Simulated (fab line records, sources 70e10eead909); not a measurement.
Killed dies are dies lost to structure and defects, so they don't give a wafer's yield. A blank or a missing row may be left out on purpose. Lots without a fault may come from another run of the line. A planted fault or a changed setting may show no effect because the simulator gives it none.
fab line records | flow nand_harc
record lots=24 wafers=72 last_day=33
route steps=1302 shown A_ONON_D1@449 A_CHANNEL_HOLE_D1@474 A_CHANNEL_FILL_D1@493
lots that met no fault: from a run of the same line without faults
start_h: hours from the record's first day to the start of the lot's first wafer shown | wait_h: hours since the lot's step before | " the same as in the row above | L1.1+2: a row that stands for several wafers | - no value, or no start given | * or withheld: withheld | < > ~ a bound
route shown NAME@n: a module of which the file shows steps, and the number in the route of the first | usual: mean/standard deviation of fault-free wafers | same: alike in all rows | chamber/n: place in a boat | sites: the reading at each site | _std_site: their standard deviation | _edge_site: outer sites' mean less inner sites' | radius_mm: how far each site lies from the wafer's centre | mask NAME#n: copy n | behind: the tool/chamber that last shaped the wafer | hold: why the lot was held/for how many hours/how that ended | device: the transistor (n, p or np) that didn't switch | end of line: the same wafers' tests at the end of the route | a step without rows: its recipe alone | killed: dies lost to structure and defects at the first sort, not the wafer's yield | map: a wafer's dies, x killed, . not, _ none there
set.NAME: the setting as run; set.NAME@STEP: as run at that earlier step | model.NAME: the simulator's own value behind a step, which no gauge read
steps of the route over a sample of lots; a table a step, a row a wafer
services: from which hour (start_h, from the record's first day; less than 0 if before it) a tool's chamber was out of use, for how many hours, and why
## steps
# step NHARC_A_ONON_D1_INSPECT_32
# usual raw_defect_count=73/28
# columns lot.wafer tool chamber start_h wait_h raw_defect_count
L074.3 defect_inspect-02 - 170.43 0.0 67
L074.4 " - " " 67
L074.6 " - " " 70
L075.3 defect_inspect-01 - 188.69 0.0 59
L075.4 " - " " 49
L075.5 " - " " 57
L076.4 defect_inspect-01 - 193.04 0.0 64
L076.5 " - " " 127
L076.6 " - " " 49
L077.1 defect_inspect-01 - 209.32 0.0 78
L077.2 " - " " 126
L077.4 " - " " 111
L078.2 defect_inspect-02 - 217.72 0.0 55
L078.4 " - " " 43
L078.6 " - " " 85
L079.1 defect_inspect-02 - 221.45 0.0 56
L079.3 " - " " 102
L079.5 " - " " 86
L080.1 defect_inspect-02 - 231.52 0.0 46
L080.4 " - " " 37
L080.5 " - " " 86
L081.1 defect_inspect-02 - 246.52 0.0 69
L081.2 " - " " 107
L081.4 " - " " 103
L082.1 defect_inspect-02 - 259.33 0.0 55
L082.4 " - " " 52
L082.6 " - " " 45
L084.1 defect_inspect-02 - 273.03 0.0 52
L084.5 " - " " 66
L084.6 " - " " 70
L083.1 defect_inspect-02 - 273.18 0.0 109
L083.4 " - " " 71
L083.6 " - " " 97
L085.1 defect_inspect-02 - 284.87 0.1 65
L085.3 " - " " 60
L085.5 " - " " 101
L086.3 defect_inspect-01 - 292.03 0.0 110
L086.4 " - " " 50
L086.6 " - " " 81
L087.2 defect_inspect-02 - 305.10 0.0 53
L087.4 " - " " 36
L087.6 " - " " 58
L088.2 defect_inspect-02 - 321.33 0.0 59
L088.5 " - " " 76
L088.6 " - " " 44
L089.2 defect_inspect-01 - 321.33 0.0 79
L089.3 " - " " 106
L089.5 " - " " 63
L090.1 defect_inspect-02 - 337.78 0.0 55
L090.2 " - " " 55
L090.6 " - " " 96
L091.2 defect_inspect-01 - 343.43 0.0 74
L091.3 " - " " 60
L091.5 " - " " 58
L092.4 defect_inspect-02 - 359.92 0.0 79
L092.5 " - " " 46
L092.6 " - " " 58
L093.4 defect_inspect-02 - 366.67 0.0 62
L093.5 " - " " 56
L093.6 " - " " 61
L094.1 defect_inspect-01 - 366.77 0.0 99
L094.3 " - " " 68
L094.4 " - " " 124
L095.1 defect_inspect-02 - 390.68 0.0 90
L095.2 " - " " 172
L095.6 " - " " 123
L096.2 defect_inspect-01 - 390.72 0.0 35
L096.5 " - " " 66
L096.6 " - " " 51
L097.1 defect_inspect-02 - 403.68 0.0 79
L097.2 " - " " 91
L097.5 " - " " 50
# step NHARC_A_CHANNEL_HOLE_D1_ETCH_22
# recipe bias_v=3000 source_w=withheld pressure_mtorr=20 time_s=666.7 ar_flow_sccm=375 c4f8_flow_sccm=89.3 o2_flow_sccm=35.7 temp_c=-20 target_depth_a=16000 chemistry=C4F8/O2/Ar
# usual c4f8_flow_sccm=89.28/0.25 drypump_motor_current_A=5.8/0.55 showerhead_plenum_p_Torr=3.62/0.12 throttle_valve_pct=32.156/0.0089
# columns lot.wafer tool chamber start_h wait_h c4f8_flow_sccm drypump_motor_current_A rf_hours_counter_h showerhead_plenum_p_Torr throttle_valve_pct
L074.4 har_etch-02 0 177.15 0.4 89.36 6.4 - 3.67 32.151
L074.3 " 1 " " 88.98 6.0 - 3.54 32.152
L074.6 " 0 " " 89.70 6.4 - 3.67 32.154
L075.4 har_etch-02 1 195.46 0.4 89.17 6.0 - 3.54 32.168
L075.3 " 0 " " 89.44 6.4 - 3.67 32.156
L075.5 " 1 " " 89.15 6.0 - 3.54 32.155
L076.4 har_etch-01 1 202.83 0.4 88.98 5.1 - 3.73 32.148
L076.5 " 0 " " 89.28 5.1 - 3.56 32.146
L076.6 " 1 " " 89.04 5.1 - 3.73 32.148
L077.1 har_etch-02 0 214.56 0.4 88.98 6.4 314 3.66 32.165
L077.2 " 1 " " 89.28 6.1 314 3.53 32.156
L077.4 " 0 " " 89.15 6.4 - 3.66 32.154
L078.2 har_etch-02 1 222.57 0.4 88.96 6.0 318 3.53 32.178
L078.4 " 1 " " 89.16 6.0 - 3.53 32.160
L078.6 " 0 " " 89.57 6.4 - 3.66 32.175
L079.1 har_etch-02 0 230.59 0.4 89.22 6.4 326 3.65 32.167
L079.3 " 0 " " 89.19 6.4 - 3.65 32.142
L079.5 " 0 " " 89.09 6.4 - 3.65 32.171
L080.1 har_etch-01 1 237.03 0.4 89.04 5.1 119 3.72 32.155
L080.4 " 1 " " 89.04 5.1 - 3.72 32.154
L080.5 " 0 " " 89.40 5.1 - 3.55 32.138
L081.1 har_etch-02 0 253.39 0.4 89.33 6.4 338 3.65 32.146
L081.2 " 1 " " 88.89 6.0 338 3.52 32.152
L081.4 " 1 " " 89.54 6.1 - 3.52 32.156
L082.1 har_etch-02 1 268.08 0.4 88.71 6.0 345 3.51 32.163
L082.4 " 1 " " 89.16 6.0 - 3.51 32.153
L082.6 " 1 " " 89.30 6.0 - 3.51 32.162
L084.1 har_etch-01 1 278.36 0.4 89.39 5.1 138 3.71 32.164
L084.5 " 1 " " 89.44 5.2 - 3.71 32.166
L084.6 " 0 " " 89.40 5.1 - 3.54 32.179
L083.1 har_etch-02 0 278.90 0.4 89.62 6.4 349 3.64 32.142
L083.4 " 0 " " 89.18 6.4 - 3.64 32.159
L083.6 " 1 " " 89.07 6.0 - 3.51 32.148
L085.1 har_etch-01 0 291.07 0.4 89.28 5.1 149 3.53 32.145
L085.3 " 0 " " 89.21 5.1 - 3.53 32.152
L085.5 " 0 " " 89.21 5.2 - 3.53 32.151
L086.3 har_etch-02 0 299.57 0.4 89.56 6.4 - 3.63 32.153
L086.4 " 1 " " 89.43 6.0 - 3.50 32.152
L086.6 " 0 " " 89.43 6.4 - 3.63 32.155
L087.2 har_etch-01 1 314.53 0.4 89.50 5.2 164 3.69 32.179
L087.4 " 1 " " 89.57 5.1 - 3.69 32.160
L087.6 " 1 " " 89.69 5.1 - 3.69 32.160
L089.2 har_etch-01 1 326.12 0.4 89.67 5.2 168 3.69 32.161
L089.3 " 0 " " 88.55 5.2 - 3.52 32.149
L089.5 " 1 " " 89.15 5.1 - 3.69 32.155
L088.2 har_etch-02 0 327.27 0.4 88.92 6.4 380 3.62 32.153
L088.5 " 1 " " 89.23 6.0 - 3.50 32.139
L088.6 " 0 " " 89.12 6.4 - 3.62 32.151
L090.1 har_etch-02 0 345.63 0.7 89.51 6.4 392 3.62 32.151
L090.2 " 0 " " 89.80 6.4 - 3.62 32.163
L090.6 " 0 " " 89.29 6.4 - 3.62 32.157
L091.2 har_etch-02 0 353.17 0.4 89.05 6.4 399 3.61 32.161
L091.3 " 1 " " 89.15 6.0 - 3.49 32.144
L091.5 " 0 " " 89.36 6.4 - 3.61 32.172
L092.4 har_etch-01 0 366.76 0.4 89.25 5.1 - 3.51 32.161
L092.5 " 1 " " 89.47 5.2 - 3.68 32.162
L092.6 " 0 " " 89.90 5.1 - 3.51 32.157
L094.1 har_etch-02 0 373.43 0.4 89.70 6.4 411 3.61 32.153
L094.4 " 1 " " 89.45 6.0 - 3.49 32.168
L094.3 " 0 " " 89.47 6.4 - 3.61 32.151
L093.4 har_etch-01 1 374.63 0.4 89.03 5.1 - 3.67 32.144
L093.6 " 1 " " 89.09 5.1 - 3.67 32.156
L093.5 " 0 " " 89.33 5.1 - 3.50 32.148
L095.2 har_etch-02 0 399.05 0.4 89.22 6.4 5 3.93 32.159
L095.1 " 1 " " 89.31 6.0 5 3.93 32.169
L095.6 " 1 " " 89.50 6.0 - 3.93 32.154
L096.2 har_etch-01 1 400.20 0.4 89.23 5.1 217 3.67 32.169
L096.6 " 1 " " 89.13 5.2 - 3.67 32.163
L096.5 " 0 " " 89.50 5.1 - 3.50 32.148
L097.2 har_etch-02 1 411.92 0.4 88.95 6.0 16 3.92 32.159
L097.1 " 0 " " 89.35 6.5 16 3.92 32.172
L097.5 " 1 " " 88.91 6.0 - 3.92 32.169
# step NHARC_A_CHANNEL_HOLE_D1_ETCH_25
# recipe bias_v=5000 source_w=withheld pressure_mtorr=20 time_s=1040.2 ar_flow_sccm=375 c4f8_flow_sccm=93.8 o2_flow_sccm=31.2 temp_c=-20 target_depth_a=15000 chemistry=C4F8/O2/Ar
# usual c4f8_flow_sccm=93.81/0.26 drypump_motor_current_A=5.8/0.55 showerhead_plenum_p_Torr=3.62/0.12 throttle_valve_pct=32.237/0.01
# columns lot.wafer tool chamber start_h wait_h c4f8_flow_sccm drypump_motor_current_A rf_hours_counter_h showerhead_plenum_p_Torr throttle_valve_pct
L074.4 har_etch-02 0 179.28 0.7 94.16 6.4 - 3.67 32.242
L074.3 " 1 " " 94.12 6.0 - 3.54 32.207
L074.6 " 0 " " 94.19 6.4 - 3.66 32.227
L075.4 har_etch-02 1 197.59 0.7 93.29 6.0 - 3.53 32.215
L075.3 " 0 " " 94.04 6.4 - 3.66 32.223
L075.5 " 1 " " 93.39 6.0 - 3.53 32.223
L076.4 har_etch-01 1 205.00 0.7 93.86 5.2 - 3.72 32.246
L076.5 " 0 " " 94.13 5.1 - 3.55 32.255
L076.6 " 1 " " 93.97 5.1 - 3.72 32.240
L077.1 har_etch-02 0 216.58 0.6 93.82 6.4 316 3.65 32.233
L077.2 " 1 " " 93.99 6.0 316 3.53 32.231
L077.4 " 0 " " 93.44 6.4 - 3.65 32.234
L078.2 har_etch-02 1 224.61 0.6 93.63 6.0 320 3.52 32.247
L078.4 " 1 " " 93.67 6.0 - 3.52 32.225
L078.6 " 0 " " 93.98 6.4 - 3.65 32.232
L079.1 har_etch-02 0 232.60 0.6 93.91 6.4 328 3.65 32.219
L079.3 " 0 " " 93.84 6.4 - 3.65 32.251
L079.5 " 0 " " 94.09 6.4 - 3.65 32.267
L080.1 har_etch-01 1 239.12 0.7 93.72 5.1 121 3.71 32.239
L080.4 " 1 " " 94.03 5.2 - 3.71 32.224
L080.5 " 0 " " 93.57 5.2 - 3.54 32.244
L081.1 har_etch-02 0 255.42 0.6 93.64 6.4 340 3.64 32.232
L081.2 " 1 " " 93.20 6.0 340 3.51 32.240
L081.4 " 1 " " 93.48 6.0 - 3.51 32.225
L082.1 har_etch-02 1 270.12 0.6 94.03 6.0 347 3.51 32.253
L082.4 " 1 " " 93.56 6.0 - 3.51 32.242
L082.6 " 1 " " 94.09 6.1 - 3.51 32.238
L084.1 har_etch-01 1 280.38 0.6 93.88 5.1 140 3.70 32.232
L084.5 " 1 " " 93.89 5.2 - 3.70 32.235
L084.6 " 0 " " 93.56 5.1 - 3.53 32.243
L083.1 har_etch-02 0 280.98 0.7 93.03 6.4 351 3.63 32.243
L083.4 " 0 " " 93.51 6.4 - 3.63 32.242
L083.6 " 1 " " 93.47 6.0 - 3.51 32.238
L085.1 har_etch-01 0 293.10 0.6 93.39 5.1 151 3.53 32.234
L085.3 " 0 " " 93.67 5.1 - 3.53 32.235
L085.5 " 0 " " 93.63 5.1 - 3.53 32.232
L086.3 har_etch-02 0 301.69 0.7 94.03 6.5 - 3.63 32.226
L086.4 " 1 " " 93.66 6.0 - 3.50 32.246
L086.6 " 0 " " 94.21 6.4 - 3.63 32.242
L087.2 har_etch-01 1 316.59 0.6 94.02 5.1 166 3.69 32.239
L087.4 " 1 " " 93.70 5.1 - 3.69 32.230
L087.6 " 1 " " 93.57 5.1 - 3.69 32.248
L089.2 har_etch-01 1 328.14 0.6 93.58 5.1 170 3.69 32.269
L089.3 " 0 " " 93.69 5.2 - 3.52 32.240
L089.5 " 1 " " 93.59 5.1 - 3.69 32.243
L088.2 har_etch-02 0 329.37 0.7 93.89 6.4 382 3.62 32.231
L088.5 " 1 " " 93.93 6.0 - 3.49 32.238
L088.6 " 0 " " 93.77 6.4 - 3.62 32.232
L090.1 har_etch-02 0 349.68 1.3 93.57 6.4 396 3.61 32.218
L090.2 " 0 " " 94.13 6.4 - 3.61 32.227
L090.6 " 0 351.14 1.5 93.62 6.4 - 3.61 32.229
L091.2 har_etch-02 0 355.24 0.7 93.50 6.4 401 3.61 32.224
L091.3 " 1 " " 93.69 6.1 - 3.49 32.248
L091.5 " 0 " " 93.74 6.4 - 3.61 32.230
L092.4 har_etch-01 0 368.94 0.7 93.63 5.1 - 3.50 32.238
L092.5 " 1 " " 94.09 5.1 - 3.67 32.236
L092.6 " 0 " " 93.56 5.1 - 3.50 32.224
L094.1 har_etch-02 0 375.50 0.7 94.06 6.4 413 3.60 32.246
L094.4 " 1 " " 93.78 6.0 - 3.48 32.233
L094.3 " 0 " " 94.28 6.4 - 3.60 32.226
L093.4 har_etch-01 1 376.78 0.7 93.99 5.1 - 3.67 32.234
L093.6 " 1 " " 93.73 5.1 - 3.67 32.238
L093.5 " 0 " " 93.98 5.2 - 3.50 32.245
L095.2 har_etch-02 0 401.08 0.6 93.80 6.4 7 3.92 32.224
L095.1 " 1 " " 94.12 6.0 7 3.92 32.254
L095.6 " 1 " " 94.14 6.0 - 3.92 32.239
L096.2 har_etch-01 1 402.24 0.7 93.93 5.1 219 3.66 32.218
L096.6 " 1 " " 94.28 5.1 - 3.66 32.238
L096.5 " 0 " " 93.71 5.2 - 3.49 32.232
L097.2 har_etch-02 1 413.97 0.6 93.62 6.1 18 3.92 32.237
L097.1 " 0 " " 94.43 6.4 18 3.92 32.219
L097.5 " 1 " " 93.43 6.0 - 3.92 32.245
# step NHARC_A_CHANNEL_HOLE_D1_INSPECT_40
# usual raw_defect_count=79/29
# columns lot.wafer tool chamber start_h wait_h raw_defect_count
L074.3 defect_inspect-02 - 182.33 - 92
L074.4 " - " " 105
L074.6 " - " " 88
L075.3 defect_inspect-02 - 200.11 - 117
L075.4 " - " " 94
L075.5 " - " " 83
L076.4 defect_inspect-02 - 207.37 - 29
L076.5 " - " " 41
L076.6 " - " " 46
L077.1 defect_inspect-02 - 219.38 - 113
L077.2 " - " " 107
L077.4 " - " " 113
L078.2 defect_inspect-02 - 227.40 - 140
L078.4 " - " " 96
L078.6 " - " " 107
L079.1 defect_inspect-02 - 235.46 - 134
L079.3 " - " " 134
L079.5 " - " " 107
L080.1 defect_inspect-01 - 241.79 - 37
L080.4 " - " " 16
L080.5 " - " " 39
L081.1 defect_inspect-02 - 258.38 - 125
L081.2 " - " " 117
L081.4 " - " " 108
L082.1 defect_inspect-01 - 273.17 - 95
L082.4 " - " " 101
L082.6 " - " " 80
L084.1 defect_inspect-02 - 283.19 - 45
L084.5 " - " " 70
L084.6 " - " " 64
L083.1 defect_inspect-01 - 283.65 - 121
L083.4 " - " " 99
L083.6 " - " " 111
L085.1 defect_inspect-01 - 295.91 - 66
L085.3 " - " " 40
L085.5 " - " " 38
L086.3 defect_inspect-02 - 304.26 - 134
L086.4 " - " " 85
L086.6 " - " " 98
L087.2 defect_inspect-02 - 319.39 - 59
L087.4 " - " " 52
L087.6 " - " " 43
L089.2 defect_inspect-02 - 330.94 - 57
L089.3 " - " " 53
L089.5 " - " " 41
L088.2 defect_inspect-01 - 332.03 - 88
L088.5 " - " " 85
L088.6 " - " " 90
L090.1 defect_inspect-02 - 353.74 - 91
L090.2 " - " " 87
L090.6 " - " " 97
L091.2 defect_inspect-02 - 357.90 - 84
L091.3 " - " " 110
L091.5 " - " " 99
L092.4 defect_inspect-02 - 371.31 - 64
L092.5 " - " " 57
L092.6 " - " " 49
L094.1 defect_inspect-02 - 378.42 - 108
L094.3 " - " " 110
L094.4 " - " " 103
L093.4 defect_inspect-02 - 379.49 - 68
L093.5 " - " " 71
L093.6 " - " " 46
L095.1 defect_inspect-01 - 403.88 - 31
L095.2 " - " " 24
L095.6 " - " " 45
L096.2 defect_inspect-02 - 405.04 - 64
L096.5 " - " " 55
L096.6 " - " " 67
L097.1 defect_inspect-02 - 416.77 - 63
L097.2 " - " " 54
L097.5 " - " " 43
# step NHARC_A_CHANNEL_FILL_D1_ALD_03
# recipe target_thk_a=60 pulse_time_s=60 ald_cycles=58 temp_c=630 pressure_torr=2 material=SiNx
# usual chamber_pressure_Torr=2.000/0.0042 precursor_pulse_height_rel=1.003/0.021
# columns lot.wafer tool chamber start_h wait_h chamber_pressure_Torr precursor_pulse_height_rel
L074.3 ald_sin_batch-02 0 - - 2.000 0.976
L074.4 " 0 " " 1.997 0.977
L074.6 " 0 " " 2.003 1.004
L075.3 ald_sin_batch-01 0 - - 1.999 1.007
L075.4 " 0 " " 2.006 1.009
L075.5 " 0 " " 2.006 0.958
L076.4 ald_sin_batch-03 0 - - 2.002 1.009
L076.5 " 0 " " 2.000 1.029
L076.6 " 0 " " 1.994 1.039
L077.1 ald_sin_batch-01 0 - - 1.997 1.034
L077.2 " 0 " " 2.004 0.995
L077.4 " 0 " " 1.999 0.982
L078.2 ald_sin_batch-01 0 - - 1.993 0.966
L078.4 " 0 " " 2.001 1.006
L078.6 " 0 " " 2.001 1.003
L079.1 ald_sin_batch-03 0 - - 1.988 0.996
L079.3 " 0 " " 1.993 1.001
L079.5 " 0 " " 1.996 0.983
L080.1 ald_sin_batch-01 0 - - 1.995 0.989
L080.4 " 0 " " 2.005 1.010
L080.5 " 0 " " 2.000 1.000
L081.1 ald_sin_batch-01 0 - - 2.001 1.032
L081.2 " 0 " " 2.004 1.032
L081.4 " 0 " " 2.001 0.958
L082.1 ald_sin_batch-03 0 - - 2.004 1.012
L082.4 " 0 " " 1.997 0.954
L082.6 " 0 " " 2.002 1.015
L083.1 ald_sin_batch-03 0 - - 1.994 0.996
L083.4 " 0 " " 2.002 0.995
L083.6 " 0 " " 1.999 1.018
L084.1 ald_sin_batch-03 0 - - 1.994 0.989
L084.5 " 0 " " 1.998 1.009
L084.6 " 0 " " 2.002 1.002
L085.1 ald_sin_batch-03 0 - - 1.994 1.051
L085.3 " 0 " " 2.000 0.996
L085.5 " 0 " " 2.005 1.038
L086.3 ald_sin_batch-02 0 - - 2.001 0.997
L086.4 " 0 " " 1.996 0.983
L086.6 " 0 " " 2.001 0.997
L087.2 ald_sin_batch-03 0 - - 1.999 1.019
L087.4 " 0 " " 1.998 1.010
L087.6 " 0 " " 1.997 1.015
L088.2 ald_sin_batch-02 0 - - 2.002 0.996
L088.5 " 0 " " 2.008 1.033
L088.6 " 0 " " 2.009 0.991
L089.2 ald_sin_batch-02 0 - - 2.000 0.988
L089.3 " 0 " " 2.002 0.992
L089.5 " 0 " " 2.002 0.992
L090.1 ald_sin_batch-01 0 - - 2.003 0.994
L090.2 " 0 " " 2.004 0.962
L090.6 " 0 " " 1.995 0.978
L091.2 ald_sin_batch-02 0 - - 1.997 0.970
L091.3 " 0 " " 2.003 1.003
L091.5 " 0 " " 2.010 0.966
L092.4 ald_sin_batch-02 0 - - 2.007 0.991
L092.5 " 0 " " 2.007 1.026
L092.6 " 0 " " 2.004 1.008
L093.4 ald_sin_batch-02 0 - - 2.001 0.988
L093.5 " 0 " " 1.995 1.010
L093.6 " 0 " " 2.006 1.032
L094.1 ald_sin_batch-02 0 - - 1.996 1.010
L094.3 " 0 " " 2.002 1.013
L094.4 " 0 " " 2.001 1.051
L095.1 ald_sin_batch-01 0 - - 2.003 1.000
L095.2 " 0 " " 2.003 1.039
L095.6 " 0 " " 2.003 0.975
L096.2 ald_sin_batch-01 0 - - 2.000 0.987
L096.5 " 0 " " 2.001 1.018
L096.6 " 0 " " 1.998 1.016
L097.1 ald_sin_batch-01 0 - - 1.995 0.949
L097.2 " 0 " " 1.997 1.013
L097.5 " 0 " " 2.005 1.057
# step NHARC_A_CHANNEL_FILL_D1_ALD_25
# recipe target_thk_a=600 pulse_time_s=10 ald_cycles=600 temp_c=300 material=SiOx
# usual heater_power_outer_w=265/32 heater_power_w=481/51 precursor_pulse_height_rel=0.998/0.021
# columns lot.wafer tool chamber start_h wait_h heater_power_outer_w heater_power_w precursor_pulse_height_rel
L074.3 ald_hk-01 0 221.35 0.9 281 502 0.983
L074.4 " 1 " " 241 435 0.965
L074.6 " 0 223.84 3.4 285 507 1.032
L075.3 ald_hk-01 3 239.33 1.3 217 414 1.028
L075.4 " 0 " " 286 509 0.953
L075.5 " 2 241.17 3.1 246 431 1.011
L076.4 ald_hk-03 3 245.19 0.0 292 465 0.993
L076.6 " 3 247.65 2.5 290 465 1.007
L076.5 " 0 " " 257 523 0.984
L077.4 ald_hk-01 3 257.72 0.1 216 424 0.994
L077.1 " 1 258.97 1.3 247 444 0.978
L077.2 " 2 " " 239 432 0.984
L078.2 ald_hk-01 0 263.65 0.1 288 501 1.043
L078.4 " 2 264.87 1.3 240 426 1.016
L078.6 " 1 266.71 3.1 237 439 0.981
L079.1 ald_hk-01 3 271.80 0.1 216 427 0.992
L079.3 " 1 273.03 1.3 244 442 0.991
L079.5 " 0 274.87 3.1 290 506 1.021
L080.4 ald_hk-04 3 278.01 0.1 281 513 1.002
L080.1 " 2 279.85 1.9 319 560 0.997
L080.5 " 3 " " 279 522 1.009
L081.2 ald_hk-01 2 296.89 0.1 238 426 1.034
L081.4 " 3 " " 219 419 1.019
L081.1 " 0 " " 296 515 0.986
L082.4 ald_hk-03 0 310.23 0.7 260 496 1.002
L082.1 " 1 " " 228 426 0.972
L082.6 " 3 312.08 2.5 284 464 1.004
L083.1 ald_hk-01 3 323.45 0.7 207 398 0.969
L083.4 " 1 324.70 1.9 238 441 1.014
L083.6 " 2 " " 229 423 0.972
L084.1 ald_hk-03 2 324.04 1.3 270 499 1.038
L084.5 " 0 325.26 2.5 259 509 1.013
L084.6 " 1 " " 220 416 1.002
L085.3 ald_hk-04 2 336.13 0.1 332 564 1.018
L085.1 " 0 337.36 1.3 282 532 1.003
L085.5 " 3 339.22 3.1 271 517 0.969
L086.4 ald_hk-03 3 342.85 0.0 288 462 1.034
L086.3 " 2 344.71 1.9 274 495 0.989
L086.6 " 0 345.95 3.1 257 519 1.016
L087.4 ald_hk-04 1 355.73 0.1 299 535 0.978
L087.2 " 3 356.98 1.3 279 511 0.955
L087.6 " 1 358.22 2.5 297 562 0.976
L088.2 ald_hk-03 0 367.18 0.2 266 504 0.982
L088.5 " 0 369.67 2.7 259 508 0.998
L088.6 " 1 " " 231 435 0.985
L089.2 ald_hk-04 3 368.03 1.0 274 524 0.991
L089.3 " 1 369.27 2.3 302 540 0.980
L089.5 " 0 371.14 4.2 285 544 1.016
L090.1 ald_hk-04 2 391.01 0.2 323 565 1.032
L090.2 " 0 392.25 1.4 281 540 1.017
L090.6 " 3 394.11 3.3 280 508 0.976
L091.2 ald_hk-04 0 395.94 1.4 293 545 0.985
L091.3 " 1 " " 300 531 1.004
L091.5 " 3 397.77 3.3 281 525 0.985
L092.4 ald_hk-01 1 407.91 0.1 237 439 1.013
L092.5 " 1 410.36 2.5 240 434 0.998
L092.6 " 2 " " 226 411 1.023
L094.3 ald_hk-03 0 417.28 0.1 274 526 0.976
L094.1 " 1 " " 233 427 0.954
L094.4 " 3 419.13 1.9 293 461 0.990
L093.4 ald_hk-04 3 417.90 0.7 281 521 0.988
L093.5 " 2 419.75 2.5 315 558 0.984
L093.6 " 3 " " 282 516 0.975
L096.2 ald_hk-03 2 440.90 0.7 272 490 1.000
L096.6 " 1 442.75 2.5 225 436 0.968
L096.5 " 2 " " 273 495 0.976
L095.1 ald_hk-01 2 441.60 1.4 230 411 0.991
L095.2 " 3 " " 214 393 0.980
L095.6 " 2 444.06 3.8 226 402 1.000
L097.2 ald_hk-01 0 455.91 0.1 293 509 1.029
L097.1 " 1 " " 243 436 0.971
L097.5 " 1 458.97 3.1 244 430 1.027
## services
# columns tool chamber start_h hours kind
ald_hk-04 - 182.66 1.3 repair
ald_sin_batch-03 - 200.21 7.2 repair
ald_hk-03 - 212.10 10.0 pm
ald_hk-04 - 255.46 10.0 pm
ald_sin_batch-02 - 266.00 26.0 pm
ald_sin_batch-02 - 300.59 4.8 repair
ald_hk-01 0 300.62 10.0 vent_cycle
ald_hk-01 1 300.62 10.0 vent_cycle
ald_hk-04 - 320.60 0.4 repair
har_etch-02 1 330.49 - consumable_replace:focus_ring
har_etch-02 1 330.49 17.0 scheduled_down
har_etch-02 1 330.49 17.0 vent_cycle
ald_sin_batch-03 - 341.44 13.6 repair
har_etch-02 - 377.00 17.0 pm
har_etch-02 0 377.00 17.0 vent_cycle
har_etch-02 1 377.00 17.0 vent_cycle
ald_hk-01 - 390.34 1.4 repair
ald_hk-03 - 391.67 10.0 pm
har_etch-02 0 394.00 - clean
har_etch-02 0 394.00 - consumable_replace:focus_ring
har_etch-02 0 394.00 - consumable_replace:showerhead
har_etch-02 1 394.00 - clean
har_etch-02 1 394.00 - consumable_replace:showerhead
ald_hk-04 - 433.46 10.0 pm
## key
fault none
